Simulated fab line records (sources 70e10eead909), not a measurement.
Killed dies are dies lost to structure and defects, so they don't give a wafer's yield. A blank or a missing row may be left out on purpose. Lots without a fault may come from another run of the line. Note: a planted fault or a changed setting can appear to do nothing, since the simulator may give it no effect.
Chamber matching ; flow nandHarc ; NHARC_P_BONDPAD_DESCUM_11 on rieDiel-12 has 4 sister chambers
The step chemistry O2, time 3 s. 8 wafers are shown with their chamber, then 11 later ones without.

WAFERS PAIRED WITH THEIR CHAMBERS
wafer;chamber;drypumpMotorCurrentA (A);oesProductAu (a.u.)
L086.5;2;5.6;0.996
L087.4;2;5.5;0.999
L091.5;3;5.5;0.998
L092.6;0;4.7;0.993
L095.3;0;4.8;0.999
L095.4;1;6.1;0.986
L095.6;1;6.2;0.995
L095.1;3;5.5;0.997

WAFERS MISSING THEIR CHAMBER
wafer;drypumpMotorCurrentA (A);oesProductAu (a.u.)
L095.2;5.6;1.013
L095.5;5.6;1.020
L096.2;4.8;0.995
L096.4;5.4;0.995
L096.5;4.8;1.001
L096.1;5.6;1.006
L096.3;6.2;0.985
L096.6;5.5;0.989
L097.1;4.8;0.995
L097.2;5.6;1.002
L097.6;5.5;0.993

WHICH CHAMBER EACH WENT THROUGH
wafer;from the rows above;in truth
L095.2;can't be placed: 2 or 3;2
L095.5;can't be placed: 2 or 3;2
L096.2;0;0
L096.4;can't be placed: 3 or 2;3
L096.5;0;0
L096.1;can't be placed: 2 or 3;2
L096.3;1;1
L096.6;can't be placed: 3 or 2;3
L097.1;0;0
L097.2;can't be placed: 2 or 3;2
L097.6;can't be placed: 3 or 2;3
Correctly placed: 4 of 11. From these rows, 7 cannot be placed; in 7 the true chamber is one of the candidates. Placed wrongly: 0.
How it was worked out, from the rows above alone: a wafer's distance from a chamber is the root of the sum, over the readings, of the square of ((its reading less the chamber's mean) divided by the reading's scatter). The wafer belongs to the nearest chamber; if the next one is less than 2 further off, it can't be placed. A chamber's mean is the mean of its shown wafers. The scatter: take each reading less its chamber's mean, square it, sum over the shown wafers, divide by the number of wafers less the number of chambers, and take the root.
